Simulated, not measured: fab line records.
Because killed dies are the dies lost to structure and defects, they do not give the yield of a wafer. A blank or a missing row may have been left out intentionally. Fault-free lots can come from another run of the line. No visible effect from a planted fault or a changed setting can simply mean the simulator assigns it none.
What tool caused it?	flow n5 finfet	24 lots with 72 wafers sampled at 6 steps, on a route of 1938 steps

## WHAT EACH GAUGE READ, for each wafer
N5_BEOL_M7_THK_MEAS_53: measures by xrf. Usual: M7_THK typically reads 76.0 nm, with standard deviation 2.2.
lot	measured	on	M7_THK (nm)	flag
L075	day 8 21:52	film metro-01	75.0 74.0 78.8	
L074	day 8 23:58	film metro-01	75.8 74.6 75.9	
L076	day 9 15:04	film metro-02	73.1 73.7 73.7	
L077	day 9 19:10	film metro-01	76.0 75.2 77.3	
L078	day 10 04:05	film metro-01	73.1 73.6 72.6	
L080	day 10 11:01	film metro-02	81.5 73.2 77.7	
L079	day 10 12:30	film metro-01	73.8 75.2 78.2	
L081	day 10 17:07	film metro-01	75.2 77.5 74.4	
L082	day 10 18:22	film metro-01	74.2 75.5 79.2	
L083	day 11 11:59	film metro-01	76.5 74.9 73.4	
L086	day 11 18:57	film metro-02	75.2 75.7 76.9	
L084	day 11 18:08	film metro-02	73.5 78.1 79.7	
L085	day 11 22:04	film metro-01	78.0 73.1 73.1	
L087	day 12 10:34	film metro-01	79.9 77.2 72.3	
L088	day 13 00:46	film metro-01	76.0 78.3 79.7	
L090	day 13 00:34	film metro-02	73.4 74.0 74.4	
L089	day 13 01:32	film metro-02	74.0 74.4 74.7	
L091	day 13 14:46	film metro-01	79.4 78.7 76.7	
L092	day 13 18:10	film metro-01	75.3 78.4 76.1	
L093	day 13 20:14	film metro-02	73.7 75.2 74.8	
L094	day 14 01:32	film metro-02	74.1 75.1 75.0	
L095	day 14 06:27	film metro-02	75.4 78.9 81.2	
L096	day 14 15:29	film metro-02	75.6 75.3 77.1	
L097	day 14 19:07	film metro-01	75.2 74.8 77.3	

N5_BEOL_M8_OVL_MEAS_12. Usual: M8_OVL typically reads -0.3 nm, with standard deviation 0.62.
lot	measured	on	M8_OVL (nm)	flag
L075	day 9 00:11	overlay-02	-0.6 -1.2 -0.3	
L074	day 9 01:43	overlay-01	-0.7 0.7 1.2	
L076	day 9 17:32	overlay-02	-0.4 0.2 -0.6	
L077	day 9 21:38	overlay-02	0.3 -0.4 -0.3	
L078	day 10 06:13	overlay-01	0.0 -0.4 -0.6	
L080	day 10 13:25	overlay-02	-0.6 -0.8 -0.6	
L079	day 10 14:13	overlay-01	-1.3 -0.5 -0.7	
L081	day 10 20:34	overlay-02	-0.3 -0.1 -0.7	
L082	day 10 20:37	overlay-02	0.2 -0.3 -0.1	
L083	day 11 13:52	overlay-01	0.3 0.2 -0.5	
L086	day 11 20:58	overlay-02	0.4 -0.5 -0.3	
L084	day 11 20:41	overlay-02	-0.4 -1.1 -1.3	
L085	day 12 00:08	overlay-01	-0.9 -0.7 0.7	
L087	day 12 12:31	overlay-02	-1.0 -0.5 -0.5	
L088	day 13 02:15	overlay-02	-0.6 -1.1 -0.7	
L090	day 13 02:05	overlay-02	-0.5 -1.0 0.1	
L089	day 13 04:28	overlay-02	0.7 -0.5 -1.5	
L091	day 13 17:07	overlay-02	0.7 0.4 0.7	
L092	day 13 20:08	overlay-01	0.4 -0.5 -0.5	
L093	day 13 23:31	overlay-02	0.0 0.2 -0.3	
L094	day 14 04:25	overlay-02	-1.2 -0.6 -0.4	
L095	day 14 09:33	overlay-01	-0.4 0.0 -0.8	
L096	day 14 18:14	overlay-02	0.8 -0.7 0.7	
L097	day 14 21:38	overlay-02	0.7 0.5 -1.1	

## WHAT TOOL EACH LOT RAN ON (gives the tool, then ch and the chambers of the sampled wafers, and finally the start)
lot	N5_BEOL_M7_HM_DEP_02	N5_BEOL_M7_ETCH_61	N5_BEOL_M7_ETCH_65	N5_BEOL_M7_ANNEAL_51
L075	pvd sputter-03, day 8 17:33	rie diel-01 ch 0,1, day 8 18:10	rie diel-03 ch 1,2,3, day 8 19:16	rtp anneal-02 ch 0, day 8 21:21
L074	pvd sputter-01, day 8 18:07	rie diel-03 ch 2,3, day 8 18:36	rie diel-01 ch 2,3, day 8 19:46	rtp anneal-01 ch 0, day 8 23:28
L076	pvd sputter-01, day 9 09:11	rie diel-04 ch 1,3, day 9 09:44	rie diel-01 ch 2,3, day 9 12:10	rtp anneal-01 ch 0, day 9 14:33
L077	pvd sputter-02, day 9 12:56	rie diel-04 ch 0,2,3, day 9 13:33	rie diel-04 ch 0,2,3, day 9 15:47	rtp anneal-02 ch 0, day 9 18:37
L078	pvd sputter-02, day 9 20:59	rie diel-03 ch 0,1, day 9 21:37	rie diel-01 ch 2,3, day 10 01:05	rtp anneal-02 ch 0, day 10 03:30
L080	pvd sputter-02, day 10 04:06	rie diel-01 ch 0,1,3, day 10 04:58	rie diel-01 ch 0,1,3, day 10 06:49	rtp anneal-01 ch 0, day 10 10:25
L079	pvd sputter-02, day 10 07:32	rie diel-04 ch 0,1,2, day 10 08:02	rie diel-04 ch 1,2,3, day 10 08:58	rtp anneal-01 ch 0, day 10 11:55
L081	pvd sputter-03, day 10 10:13	rie diel-03 ch 2,3, day 10 10:53	rie diel-03 ch 0,3, day 10 12:32	rtp anneal-01 ch 0, day 10 16:26
L082	pvd sputter-03, day 10 12:32	rie diel-01 ch 0,2,3, day 10 13:02	rie diel-01 ch 0,1,3, day 10 14:31	rtp anneal-02 ch 0, day 10 17:46
L083	pvd sputter-02, day 11 05:34	rie diel-04 ch 1,2, day 11 06:12	rie diel-04 ch 0,3, day 11 09:20	rtp anneal-02 ch 0, day 11 11:28
L086	pvd sputter-02, day 11 13:23	rie diel-04 ch 0,2, day 11 14:06	rie diel-03 ch 0,2,3, day 11 16:07	rtp anneal-02 ch 0, day 11 18:24
L084	pvd sputter-02, day 11 13:29	rie diel-01 ch 0,1,2, day 11 14:19	rie diel-01 ch 0,2, day 11 15:50	rtp anneal-01 ch 0, day 11 17:38
L085	pvd sputter-02, day 11 16:52	rie diel-03 ch 1,2, day 11 17:32	rie diel-01 ch 0,2,3, day 11 19:32	rtp anneal-01 ch 0, day 11 21:31
L087	pvd sputter-01, day 12 05:31	rie diel-04 ch 0,1, day 12 06:08	rie diel-01 ch 0,1,3, day 12 07:11	rtp anneal-01 ch 0, day 12 10:04
L088	pvd sputter-03, day 12 18:13	rie diel-01 ch 0,1, day 12 18:50	rie diel-04 ch 2,3, day 12 20:14	rtp anneal-01 ch 0, day 13 00:09
L090	pvd sputter-03, day 12 18:37	rie diel-04 ch 0,3, day 12 19:07	rie diel-01 ch 2,3, day 12 20:16	rtp anneal-02 ch 0, day 13 00:01
L089	pvd sputter-01, day 12 18:38	rie diel-04 ch 1,2,3, day 12 19:25	rie diel-03 ch 0,1, day 12 20:39	rtp anneal-02 ch 0, day 13 00:56
L091	pvd sputter-03, day 13 07:05	rie diel-01 ch 1,3, day 13 07:34	rie diel-04 ch 0,1,2, day 13 11:47	rtp anneal-01 ch 0, day 13 14:10
L092	pvd sputter-01, day 13 11:36	rie diel-01 ch 0,1,2, day 13 12:32	rie diel-03 ch 1,2,3, day 13 15:40	rtp anneal-01 ch 0, day 13 17:34
L093	pvd sputter-01, day 13 16:08	rie diel-01 ch 1,2,3, day 13 16:46	rie diel-01 ch 2,3, day 13 17:40	rtp anneal-01 ch 0, day 13 19:41
L094	pvd sputter-03, day 13 19:36	rie diel-04 ch 0,1,3, day 13 20:13	rie diel-03 ch 0,1,3, day 13 22:31	rtp anneal-01 ch 0, day 14 00:47
L095	pvd sputter-01, day 13 23:13	rie diel-03 ch 0,1,3, day 13 23:43	rie diel-04 ch 0,1,3, day 14 02:58	rtp anneal-02 ch 0, day 14 05:55
L096	pvd sputter-02, day 14 09:09	rie diel-04 ch 0,3, day 14 09:46	rie diel-03 ch 0,3, day 14 12:10	rtp anneal-02 ch 0, day 14 14:56
L097	pvd sputter-03, day 14 13:28	rie diel-01 ch 0,2,3, day 14 14:20	rie diel-04 ch 0,1,2, day 14 15:30	rtp anneal-01 ch 0, day 14 18:31
- N5_BEOL_M7_HM_DEP_02: deposits TiN, target thk 20 nm.
- N5_BEOL_M7_ETCH_61: etches SiARC in CF4, target depth 45.5 nm, time 75.8 s.
- N5_BEOL_M7_ETCH_65: etches SiARC in CF4, target depth 15.6 nm, time 26 s.
- N5_BEOL_M7_ANNEAL_51: time 90 s.

## AS READ BY THE TOOLS THEMSELVES (means over the sampled wafers that have a number; for cases with no such wafer, the mark the record gives instead)
N5_BEOL_M7_HM_DEP_02. Usual: throttle valve pct 29.8 %, standard deviation 1.3.
lot	tool	throttle valve pct (%)	flag
L075	pvd sputter-03	30.7	
L074	pvd sputter-01	29.7	
L076	pvd sputter-01	29.6	
L077	pvd sputter-02	30.0	
L078	pvd sputter-02	27.4	
L080	pvd sputter-02	28.8	
L079	pvd sputter-02	29.2	
L081	pvd sputter-03	30.2	
L082	pvd sputter-03	30.5	
L083	pvd sputter-02	29.5	
L086	pvd sputter-02	29.9	
L084	pvd sputter-02	27.8	
L085	pvd sputter-02	29.6	
L087	pvd sputter-01	29.9	
L088	pvd sputter-03	30.1	
L090	pvd sputter-03	30.7	
L089	pvd sputter-01	29.7	
L091	pvd sputter-03	30.2	
L092	pvd sputter-01	29.7	
L093	pvd sputter-01	29.9	
L094	pvd sputter-03	30.7	
L095	pvd sputter-01	29.7	
L096	pvd sputter-02	28.1	
L097	pvd sputter-03	30.2	

N5_BEOL_M7_ETCH_61. Usual: chamber pressure mTorr is 40.00 mTorr with standard deviation 0.037, drypump motor current A is 5.7 A with standard deviation 0.44, etch rf on time s is 75.9 s with standard deviation 1.7, oes product au is 0.65 a.u. with standard deviation 0.084, rf vpp V is 183.9 V with standard deviation 1.2, showerhead plenum p Torr is 2.13 Torr with standard deviation 0.061, and throttle valve pct is 15.68 % with standard deviation 0.25.
lot	tool	chamber pressure mTorr (mTorr)	drypump motor current A (A)	etch rf on time s (s)	oes product au (a.u.)	rf vpp V (V)	showerhead plenum p Torr (Torr)	throttle valve pct (%)	flag
L075	rie diel-01	40.00	5.5	75.1	0.65	184.4	2.19	15.78	
L074	rie diel-03	39.98	5.4	76.1	0.64	184.1	2.12	15.92	
L076	rie diel-04	40.01	6.0	74.5	0.76	183.2	2.12	15.66	
L077	rie diel-04	39.96	5.5	77.0	0.60	183.4	2.12	15.75	
L078	rie diel-03	40.00	5.7	76.9	0.62	184.4	2.19	15.84	
L080	rie diel-01	39.99	5.7	74.9	0.73	183.7	2.14	15.49	
L079	rie diel-04	39.99	5.5	74.6	0.67	184.9	2.12	15.51	
L081	rie diel-03	40.00	5.3	75.8	0.63	183.6	2.17	15.94	
L082	rie diel-01	40.03	5.8	75.4	0.69	184.0	2.12	15.66	
L083	rie diel-04	39.99	5.8	76.3	0.66	184.7	2.17	15.39	
L086	rie diel-04	39.95	5.0	76.7	0.58	183.0	2.09	15.65	
L084	rie diel-01	40.01	5.9	75.6	0.71	183.9	2.16	15.54	
L085	rie diel-03	40.01	5.6	76.1	0.62	184.0	2.08	15.93	
L087	rie diel-04	39.97	5.2	75.0	0.65	183.4	2.05	15.69	
L088	rie diel-01	40.00	5.8	75.0	0.75	184.7	2.17	15.39	
L090	rie diel-04	40.00	5.1	75.7	0.58	183.9	2.05	15.94	
L089	rie diel-04	39.99	5.9	75.5	0.65	183.8	2.14	15.68	
L091	rie diel-01	39.99	5.9	77.5	0.63	182.9	2.08	15.55	
L092	rie diel-01	40.03	5.8	75.3	0.70	184.6	2.16	15.58	
L093	rie diel-01	39.99	6.0	77.1	0.63	183.1	2.11	15.60	
L094	rie diel-04	40.04	5.6	74.1	0.74	183.9	2.08	15.68	
L095	rie diel-03	39.97	5.5	76.6	0.60	184.9	2.18	15.92	
L096	rie diel-04	39.97	5.5	73.6	0.76	183.3	2.08	15.75	
L097	rie diel-01	39.97	5.8	75.6	0.65	184.1	2.11	15.72	

N5_BEOL_M7_ETCH_65. Usual: chamber pressure mTorr is 40.00 mTorr with standard deviation 0.034, drypump motor current A is 5.7 A with standard deviation 0.39, etch rf on time s is 26.1 s with standard deviation 0.64, oes product au is 0.65 a.u. with standard deviation 0.084, rf vpp V is 183.9 V with standard deviation 1.1, showerhead plenum p Torr is 2.13 Torr with standard deviation 0.062, and throttle valve pct is 15.71 % with standard deviation 0.23.
lot	tool	chamber pressure mTorr (mTorr)	drypump motor current A (A)	etch rf on time s (s)	oes product au (a.u.)	rf vpp V (V)	showerhead plenum p Torr (Torr)	throttle valve pct (%)	flag
L075	rie diel-03	40.03	5.5	26.3	0.63	184.0	2.15	15.86	
L074	rie diel-01	40.02	6.0	26.8	0.62	183.2	2.08	15.66	
L076	rie diel-01	39.98	6.1	26.2	0.62	182.8	2.10	15.70	
L077	rie diel-04	40.00	5.5	26.4	0.60	183.4	2.12	15.74	
L078	rie diel-01	40.00	6.1	26.5	0.62	183.3	2.10	15.71	
L080	rie diel-01	40.00	5.7	25.8	0.73	184.5	2.14	15.48	
L079	rie diel-04	39.98	5.9	26.0	0.67	184.0	2.15	15.65	
L081	rie diel-03	40.02	5.4	26.1	0.62	185.1	2.22	15.91	
L082	rie diel-01	40.00	5.7	25.6	0.73	184.4	2.14	15.49	
L083	rie diel-04	39.99	5.5	26.1	0.59	183.3	2.09	16.04	
L086	rie diel-03	39.99	5.5	26.1	0.62	183.6	2.17	15.93	
L084	rie diel-01	39.98	5.6	25.2	0.75	183.8	2.16	15.65	
L085	rie diel-01	40.03	5.7	25.8	0.67	184.4	2.12	15.68	
L087	rie diel-01	39.99	5.7	25.9	0.71	183.6	2.13	15.53	
L088	rie diel-04	39.99	5.8	26.1	0.59	183.4	2.14	15.92	
L090	rie diel-01	40.00	6.1	27.1	0.60	183.6	2.09	15.76	
L089	rie diel-03	40.01	5.7	26.7	0.60	184.8	2.16	15.87	
L091	rie diel-04	39.99	5.5	26.2	0.64	183.4	2.11	15.57	
L092	rie diel-03	39.97	5.5	26.0	0.61	184.1	2.13	15.94	
L093	rie diel-01	40.00	6.0	26.2	0.60	183.0	2.07	15.74	
L094	rie diel-03	40.00	5.6	26.2	0.61	185.0	2.18	15.92	
L095	rie diel-04	40.00	5.5	25.5	0.73	184.1	2.08	15.67	
L096	rie diel-03	40.02	5.4	26.3	0.61	184.4	2.21	15.96	
L097	rie diel-04	39.97	5.5	26.1	0.63	183.3	2.11	15.59	

N5_BEOL_M7_ANNEAL_51. Usual: wafer_temp_C_max 226.1, standard deviation 0.55.
lot	tool	wafer_temp_C_max	flag
L075	rtp anneal-02	225.7	
L074	rtp anneal-01	226.4	
L076	rtp anneal-01	226.8	
L077	rtp anneal-02	225.5	
L078	rtp anneal-02	225.3	
L080	rtp anneal-01	226.4	
L079	rtp anneal-01	226.6	
L081	rtp anneal-01	226.6	
L082	rtp anneal-02	225.6	
L083	rtp anneal-02	225.6	
L086	rtp anneal-02	225.6	
L084	rtp anneal-01	226.5	
L085	rtp anneal-01	226.2	
L087	rtp anneal-01	226.4	
L088	rtp anneal-01	226.8	
L090	rtp anneal-02	225.6	
L089	rtp anneal-02	225.5	
L091	rtp anneal-01	226.9	
L092	rtp anneal-01	226.5	
L093	rtp anneal-01	226.4	
L094	rtp anneal-01	226.7	
L095	rtp anneal-02	225.5	
L096	rtp anneal-02	225.7	
L097	rtp anneal-01	226.4	

## THE ANSWER, worked out from the rows above alone
Rule: take the mean of a lot's wafers that have a number; if it is more than 3 standard deviations from the usual mean, the lot is off. A lot without any number at a reading at which 4 lots or more have one is off too. Where the step has rows for the other lots, those lots are counted as sound. First the gauges in route order, then the tools' own readings, where a lot's mean is used as printed above. The first step at which some lot is off is used, and at that step the reading that is off furthest; a lot without a number counts as furthest.
No lot is off at any reading shown: from this, nothing can be told.

## WHAT THE SIMULATOR HAD PUT IN
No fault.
